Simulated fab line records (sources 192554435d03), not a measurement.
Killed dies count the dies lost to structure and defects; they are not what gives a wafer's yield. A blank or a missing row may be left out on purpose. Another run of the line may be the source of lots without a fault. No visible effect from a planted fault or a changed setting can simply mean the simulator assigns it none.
Matching of chambers || flow n5Finfet || pecvd-03 running N5_BEOL_M2_PECVD_72: 3 sister chambers
The step deposits SiO2 from TEOS/O2, target thk 16 nm, time 18 s. 3 wafers are shown with their chamber, then 12 later ones without.

== WAFERS, EACH WITH ITS CHAMBER ==
{"wafer": "L082.4", "chamber": 2, "throttleValvePct (%)": 21.1}
{"wafer": "L083.4", "chamber": 1, "throttleValvePct (%)": 21.3}
{"wafer": "L083.6", "chamber": 0, "throttleValvePct (%)": 23.1}

== WAFERS WHOSE CHAMBER IS MISSING ==
{"wafer": "L084.2", "throttleValvePct (%)": 20.8}
{"wafer": "L084.5", "throttleValvePct (%)": 21.3}
{"wafer": "L084.6", "throttleValvePct (%)": 21.0}
{"wafer": "L088.2", "throttleValvePct (%)": 22.9}
{"wafer": "L088.3", "throttleValvePct (%)": 21.4}
{"wafer": "L088.4", "throttleValvePct (%)": 21.2}
{"wafer": "L089.1", "throttleValvePct (%)": 23.1}
{"wafer": "L089.4", "throttleValvePct (%)": 21.5}
{"wafer": "L089.6", "throttleValvePct (%)": 23.2}
{"wafer": "L095.2", "throttleValvePct (%)": 23.4}
{"wafer": "L095.5", "throttleValvePct (%)": 21.5}
{"wafer": "L095.6", "throttleValvePct (%)": 21.0}

== WHICH CHAMBER EACH WENT THROUGH ==
{"wafer": "L084.2", "from the rows above": "can't be placed: 2 or 1", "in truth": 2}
{"wafer": "L084.5", "from the rows above": "can't be placed: 1 or 2", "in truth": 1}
{"wafer": "L084.6", "from the rows above": "can't be placed: 2 or 1", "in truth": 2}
{"wafer": "L088.2", "from the rows above": 0, "in truth": 0}
{"wafer": "L088.3", "from the rows above": "can't be placed: 1 or 2", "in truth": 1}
{"wafer": "L088.4", "from the rows above": "can't be placed: 2 or 1", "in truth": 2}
{"wafer": "L089.1", "from the rows above": 0, "in truth": 0}
{"wafer": "L089.4", "from the rows above": "can't be placed: 1 or 2", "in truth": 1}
{"wafer": "L089.6", "from the rows above": 0, "in truth": 0}
{"wafer": "L095.2", "from the rows above": 0, "in truth": 0}
{"wafer": "L095.5", "from the rows above": "can't be placed: 1 or 2", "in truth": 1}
{"wafer": "L095.6", "from the rows above": "can't be placed: 2 or 1", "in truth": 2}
Correctly placed: 4 of 12. Not placeable from these rows: 8 (in 8, the candidates include the true chamber). 0 placed wrongly.
How it was worked out, from the rows above alone: a wafer's distance from a chamber is the root of the sum, over the readings, of the square of ((its reading less the chamber's mean) divided by the reading's scatter). The wafer belongs to the nearest chamber; if the next one is less than 2 further off, it can't be placed. The mean given for a chamber averages the wafers shown for that chamber. The scatter (one wafer shown for each chamber): square how far every hidden wafer sits from the nearest shown wafer, average those squares and take the square root.
